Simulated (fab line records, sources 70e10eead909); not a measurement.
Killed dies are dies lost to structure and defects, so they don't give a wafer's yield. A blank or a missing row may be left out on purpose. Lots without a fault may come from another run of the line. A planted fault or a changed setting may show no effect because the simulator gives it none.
Chamber matching | flow nand_harc | NHARC_P_ZERO_WELL_STRIP_15 on wet_bench-02: 8 sister chambers
The step strips in SPM, time 900 s. 8 wafers are shown with their chamber, then 8 later ones without.

WAFERS WITH THEIR CHAMBER
wafer  | chamber | bath_guard_temp_C (C)
L554.4 | 5       | 130.7
L556.1 | 4       | 129.6
L558.2 | 0       | 129.4
L558.4 | 1       | 129.1
L559.2 | 3       | 131.0
L559.3 | 7       | 130.1
L559.5 | 6       | 130.3
L561.2 | 2       | 129.1

WAFERS WITHOUT THEIR CHAMBER
wafer  | bath_guard_temp_C (C)
L561.4 | 130.5
L561.5 | 128.4
L562.2 | 129.3
L562.4 | 130.4
L562.6 | 131.5
L565.3 | 128.9
L565.4 | 130.6
L565.6 | 130.4

WHICH CHAMBER EACH WENT THROUGH
wafer  | from the rows above               | in truth
L561.4 | can't be placed: 5 or 6 or 7 or 3 | 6
L561.5 | can't be placed: 1 or 2 or 0 or 4 | 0
L562.2 | can't be placed: 0 or 1 or 2 or 4 | 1
L562.4 | can't be placed: 6 or 5 or 7 or 3 | 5
L562.6 | can't be placed: 3 or 5           | 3
L565.3 | can't be placed: 1 or 2 or 0 or 4 | 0
L565.4 | can't be placed: 5 or 6 or 3 or 7 | 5
L565.6 | can't be placed: 6 or 5 or 7 or 3 | 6
Placed correctly: 0 of 8. Can't be placed from these rows: 8 (the true chamber is among the candidates in 8). Placed wrongly: 0.
How it was worked out, from the rows above alone: a wafer's distance from a chamber is the root of the sum, over the readings, of the square of ((its reading less the chamber's mean) divided by the reading's scatter). The wafer belongs to the nearest chamber; if the next one is less than 2 further off, it can't be placed. A chamber's mean is the mean of its shown wafers. The scatter: with one shown wafer a chamber, the root of the mean of the squares of how far each hidden wafer lies from its nearest shown one.
